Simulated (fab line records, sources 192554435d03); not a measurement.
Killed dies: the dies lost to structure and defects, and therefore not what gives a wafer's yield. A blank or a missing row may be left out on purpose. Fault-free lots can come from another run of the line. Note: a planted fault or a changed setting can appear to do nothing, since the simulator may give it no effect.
Chamber matching + flow n5_finfet + 4 sister chambers for N5_BEOL_M4_ALD_98 on ald_sin-04
The step deposits SiO2, target thk 2.5 nm, pulse time 1 s, co reactant pulse time 1 s. 8 wafers are shown with their chamber, then 10 later ones without.

== WAFERS, EACH WITH ITS CHAMBER ==
| wafer  | chamber | heater_power_w (W) | precursor_pulse_height_rel |
|--------|---------|--------------------|----------------------------|
| L083.4 | 2       | 78                 | 1.048                      |
| L083.5 | 3       | 79                 | 0.979                      |
| L084.3 | 0       | 87                 | 0.982                      |
| L085.3 | 3       | 80                 | 1.027                      |
| L085.5 | 1       | 73                 | 0.991                      |
| L085.6 | 0       | 86                 | 0.997                      |
| L087.1 | 2       | 80                 | 1.004                      |
| L087.2 | 1       | 76                 | 1.042                      |

== WAFERS MISSING THEIR CHAMBER ==
| wafer  | heater_power_w (W) | precursor_pulse_height_rel |
|--------|--------------------|----------------------------|
| L087.5 | 78                 | 0.984                      |
| L086.2 | 80                 | 1.020                      |
| L086.3 | 79                 | 1.003                      |
| L086.6 | 88                 | 0.999                      |
| L091.1 | 73                 | 1.020                      |
| L091.4 | 89                 | 0.999                      |
| L091.5 | 79                 | 0.973                      |
| L097.2 | 89                 | 1.042                      |
| L097.4 | 74                 | 1.029                      |
| L097.5 | 80                 | 1.001                      |

== THE CHAMBER EACH PASSED THROUGH ==
| wafer  | from the rows above          | in truth |
|--------|------------------------------|----------|
| L087.5 | can't be placed: 3 or 2 or 1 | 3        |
| L086.2 | can't be placed: 3 or 2      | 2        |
| L086.3 | can't be placed: 3 or 2      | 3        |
| L086.6 | 0                            | 0        |
| L091.1 | 1                            | 1        |
| L091.4 | 0                            | 0        |
| L091.5 | can't be placed: 3 or 2      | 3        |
| L097.2 | 0                            | 0        |
| L097.4 | 1                            | 1        |
| L097.5 | can't be placed: 3 or 2      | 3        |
5 of 10 placed correctly. Unplaceable from these rows: 5, with the true chamber sitting among the candidates in 5. 0 placed wrongly.
How it was worked out, from the rows above alone: a wafer's distance from a chamber is the root of the sum, over the readings, of the square of ((its reading less the chamber's mean) divided by the reading's scatter). The wafer belongs to the nearest chamber; if the next one is less than 2 further off, it can't be placed. A chamber's mean is the mean of its shown wafers. The scatter is the square root of a quotient: the sum, over the shown wafers, of each reading's squared deviation from its chamber's mean, divided by wafers minus chambers.
